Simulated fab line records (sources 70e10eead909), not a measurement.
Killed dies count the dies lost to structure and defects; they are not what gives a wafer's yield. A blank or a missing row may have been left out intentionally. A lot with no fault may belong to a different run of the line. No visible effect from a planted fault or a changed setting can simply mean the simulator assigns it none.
The tool behind it: which one? | flow nand-harc | Sampling: 13 lots, 39 wafers, 5 of 1159 route steps

WHAT EACH GAUGE READ, for each wafer
NHARC_P_CONTACT_INSPECT_14. Usual: raw-defect-count 3.6, standard deviation 1.9.
lot  | measured     | on                | raw-defect-count | flag
L253 | day 5 22:07  | defect-inspect-01 | 6 4 5            |
L256 | day 6 08:16  | defect-inspect-01 | 2 4 5            |
L257 | day 6 08:52  | defect-inspect-02 | 3 2 4            |
L259 | day 7 03:28  | defect-inspect-01 | 2 4 3            |
L260 | day 7 07:59  | defect-inspect-02 | 3 2 4            |
L263 | day 8 07:16  | defect-inspect-01 | 2 3 4            |
L266 | day 8 20:08  | defect-inspect-02 | 3 1 3            |
L264 | day 8 22:49  | defect-inspect-02 | 4 4 3            |
L268 | day 9 15:16  | defect-inspect-02 | 810 865 823      | OFF
L269 | day 9 17:55  | defect-inspect-01 | 875 873 795      | OFF
L267 | day 9 21:35  | defect-inspect-02 | 805 858 837      | OFF
L270 | day 9 22:58  | defect-inspect-02 | 5 5 2            |
L276 | day 11 03:28 | defect-inspect-02 | 8 7 3            |

NHARC_END_SORT_01. Usual: killed-at-array 29, standard deviation 11; killed-at-other 0.6, standard deviation 1; killed-at-periphery 3.1, standard deviation 2.1; killed-dies 33, standard deviation 11; killed-open 3.1, standard deviation 1.9; killed-short 1.9, standard deviation 1.5.
lot  | measured     | on        | killed-at-array | killed-at-other | killed-at-periphery | killed-dies | killed-open | killed-short | flag
L263 | day 22 11:31 | prober-01 | 18 27 14        | 0 0 0           | 3 1 4               | 21 28 18    | 5 10 5      | 1 2 1        |
L266 | day 22 19:25 | prober-02 | 28 26 27        | 2 2 2           | 2 2 4               | 32 30 33    | 2 1 2       | 3 2 0        |
L268 | day 23 18:10 | prober-01 | 14 22 23        | 0 0 1           | 453 458 454         | 467 480 478 | 0 0 2       | 0 2 4        | OFF
L269 | day 23 11:13 | prober-02 | 20 15 25        | 0 0 0           | 480 482 439         | 500 497 464 | 4 1 1       | 2 1 3        | OFF
L267 | day 23 10:24 | prober-01 | 33 23 29        | 1 0 0           | 445 461 457         | 479 484 486 | 2 0 2       | 0 1 1        | OFF

TOOL THAT RAN EACH LOT (tool first, then ch and the chambers of the sampled wafers, then the start)
lot  | NHARC_P_GATE_STRIP_113              | NHARC_P_CONTACT_CMP_01        | NHARC_P_CONTACT_ETCH_31
L253 | plasma-asher-02 ch 0,1, day 5 17:46 | cmp-02 ch 0,1,2, day 5 21:10  | rie-diel-08 ch 0,1,3, no start
L256 | plasma-asher-02 ch 0,1, day 6 04:05 | cmp-04 ch 0,1,2, day 6 07:18  | rie-diel-11 ch 0,1,2, no start
L257 | plasma-asher-01 ch 0,1, day 6 04:46 | cmp-03 ch 1,2,3, day 6 07:55  | rie-diel-11 ch 0,2,3, no start
L259 | plasma-asher-02 ch 0,1, day 6 23:04 | cmp-03 ch 0,1,3, day 7 02:35  | rie-diel-08 ch 0,1, no start
L260 | plasma-asher-02 ch 0,1, day 7 03:42 | cmp-02 ch 0,1,2, day 7 07:02  | rie-diel-08 ch 0,2,3, no start
L263 | plasma-asher-02 ch 0,1, day 8 02:58 | cmp-03 ch 1,2,3, day 8 06:19  | rie-diel-08 ch 0,1,3, day 22 11:31 or earlier
L266 | plasma-asher-01 ch 0, day 8 15:46   | cmp-04 ch 0,1,3, day 8 19:12  | rie-diel-04 ch 0,1,3, day 22 19:25 or earlier
L264 | plasma-asher-01 ch 0,1, day 8 18:40 | cmp-03 ch 0,1, day 8 21:52    | rie-diel-08 ch 0,3, no start
L268 | plasma-asher-02 ch 0, day 9 10:45   | cmp-03 ch 1,2,3, day 9 14:22  | rie-diel-04 ch 0,1,3, day 23 18:10 or earlier
L269 | plasma-asher-02 ch 0,1, day 9 13:40 | cmp-03 ch 1,2,3, day 9 17:08  | rie-diel-08 ch 2,3, day 23 11:13 or earlier
L267 | plasma-asher-02 ch 0,1, day 9 17:10 | cmp-03 ch 1,2,3, day 9 20:38  | rie-diel-04 ch 0,1,3, day 23 10:24 or earlier
L270 | plasma-asher-02 ch 0,1, day 9 18:37 | cmp-02 ch 0,2, day 9 22:07    | rie-diel-04 ch 0,1,2, no start
L276 | plasma-asher-02 ch 1, day 10 23:13  | cmp-04 ch 0,1,3, day 11 02:38 | rie-diel-11 ch 0,2, no start
- NHARC_P_GATE_STRIP_113: strips in N2/H2, time 740 s.
- NHARC_P_CONTACT_CMP_01: polishes SiO2, target thk 200 nm.
- NHARC_P_CONTACT_ETCH_31: etches the open film in CH3F/O2, target depth 30 nm, time 85.7 s.

WHAT THE TOOLS THEMSELVES READ (means of the sampled wafers that have a number; where no wafer has one, the mark that the record gives instead)
NHARC_P_GATE_STRIP_113. Usual: drypump-motor-current-A 5.7 A, standard deviation 0.59; heater-power-w 93 W, standard deviation 5.3.
lot  | tool            | drypump-motor-current-A (A) | heater-power-w (W) | flag
L253 | plasma-asher-02 | 5.5                         | 96                 |
L256 | plasma-asher-02 | 6.0                         | 98                 |
L257 | plasma-asher-01 | 5.5                         | 86                 |
L259 | plasma-asher-02 | 5.6                         | 95                 |
L260 | plasma-asher-02 | 6.0                         | 99                 |
L263 | plasma-asher-02 | 6.0                         | 99                 |
L266 | plasma-asher-01 | 5.2                         | 83                 |
L264 | plasma-asher-01 | 5.5                         | 86                 |
L268 | plasma-asher-02 | 6.4                         | 93                 |
L269 | plasma-asher-02 | 6.0                         | 96                 |
L267 | plasma-asher-02 | 5.9                         | 95                 |
L270 | plasma-asher-02 | 6.0                         | 97                 |
L276 | plasma-asher-02 | 5.1                         | 97                 |

NHARC_P_CONTACT_CMP_01. Usual: edge-zone-pressure-frac 0.999, standard deviation 0.005; motor-current-A 12.1 A, standard deviation 1.1.
lot  | tool   | edge-zone-pressure-frac | motor-current-A (A) | flag
L253 | cmp-02 | 1.003                   | 12.2                |
L256 | cmp-04 | 0.998                   | 11.6                |
L257 | cmp-03 | 1.001                   | 13.0                |
L259 | cmp-03 | 1.001                   | 12.2                |
L260 | cmp-02 | 1.001                   | 12.3                |
L263 | cmp-03 | 0.995                   | 12.4                |
L266 | cmp-04 | 0.998                   | 13.1                |
L264 | cmp-03 | 1.005                   | 11.8                |
L268 | cmp-03 | 0.999                   | 12.8                |
L269 | cmp-03 | 0.999                   | 12.5                |
L267 | cmp-03 | 1.002                   | 13.0                |
L270 | cmp-02 | 1.009                   | 11.6                |
L276 | cmp-04 | 0.997                   | 12.8                |

NHARC_P_CONTACT_ETCH_31. Usual: drypump-motor-current-A 5.76 A, standard deviation 0.26; oes-product-au 0.977 a.u., standard deviation 0.015; rf-vpp-V 243.9 V, standard deviation 1.4; showerhead-plenum-p-Torr 2.43 Torr, standard deviation 0.078; throttle-valve-pct 20.662 %, standard deviation 0.0086.
lot  | tool        | drypump-motor-current-A (A) | oes-product-au (a.u.) | rf-vpp-V (V) | showerhead-plenum-p-Torr (Torr) | throttle-valve-pct (%) | flag
L253 | rie-diel-08 | 5.65                        | 0.983                 | 244.2        | 2.45                            | 20.663                 |
L256 | rie-diel-11 | 6.03                        | 0.982                 | 244.5        | 2.44                            | 20.666                 |
L257 | rie-diel-11 | 6.16                        | 0.970                 | 243.8        | 2.40                            | 20.672                 |
L259 | rie-diel-08 | 5.57                        | 0.987                 | 244.9        | 2.46                            | 20.667                 |
L260 | rie-diel-08 | 5.88                        | 0.982                 | 242.8        | 2.40                            | 20.659                 |
L263 | rie-diel-08 | 5.64                        | 0.974                 | 243.2        | 2.45                            | 20.650                 |
L266 | rie-diel-04 | 5.73                        | 0.976                 | 244.3        | 2.41                            | 20.661                 |
L264 | rie-diel-08 | 5.72                        | 0.976                 | 244.3        | 2.43                            | 20.666                 |
L268 | rie-diel-04 | 5.75                        | 0.992                 | 243.7        | 2.41                            | 20.654                 |
L269 | rie-diel-08 | 5.73                        | 0.973                 | 243.0        | 2.38                            | 20.660                 |
L267 | rie-diel-04 | 5.75                        | 0.987                 | 243.4        | 2.41                            | 20.658                 |
L270 | rie-diel-04 | 5.65                        | 0.988                 | 244.6        | 2.48                            | 20.654                 |
L276 | rie-diel-11 | 6.19                        | 0.989                 | 242.6        | 2.36                            | 20.659                 |

THE ANSWER, worked out from the rows above alone
Rule: lot off if the mean of its wafers having a number is beyond 3 standard deviations from the usual mean. Also off: a lot with no number at a reading for which 4 or more lots have one. Any other lot the step has rows for is counted as sound. After the gauges, taken in route order, come the tools' own readings; for these a lot's mean is taken, as printed above. At the first step where some lot is off, the reading lying furthest off is the one used; lots without a number count as furthest.
Off, at NHARC_P_CONTACT_INSPECT_14 on raw-defect-count: L268, L269, L267.
If a tool, at a process step before that reading, ran all the lots that are off and no sound lot after the first of them, it fits. Not tried: the gauges at NHARC_P_CONTACT_INSPECT_14; whatever is off there is also off at NHARC_END_SORT_01, on other tools, and gauge error can't account for it. One candidate fits, namely cmp-03 at NHARC_P_CONTACT_CMP_01. Its last sound lot is L264 (day 8 21:52), its first lot that is off L268 (day 9 14:22): a fault that began between those two fits.

WHAT THE SIMULATOR HAD INSERTED
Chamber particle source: cmp-03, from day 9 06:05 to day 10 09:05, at NHARC_P_CONTACT_CMP_01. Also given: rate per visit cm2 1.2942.
Struck lots among those shown: L268, L269, L267. The rule given above showed the same thing.
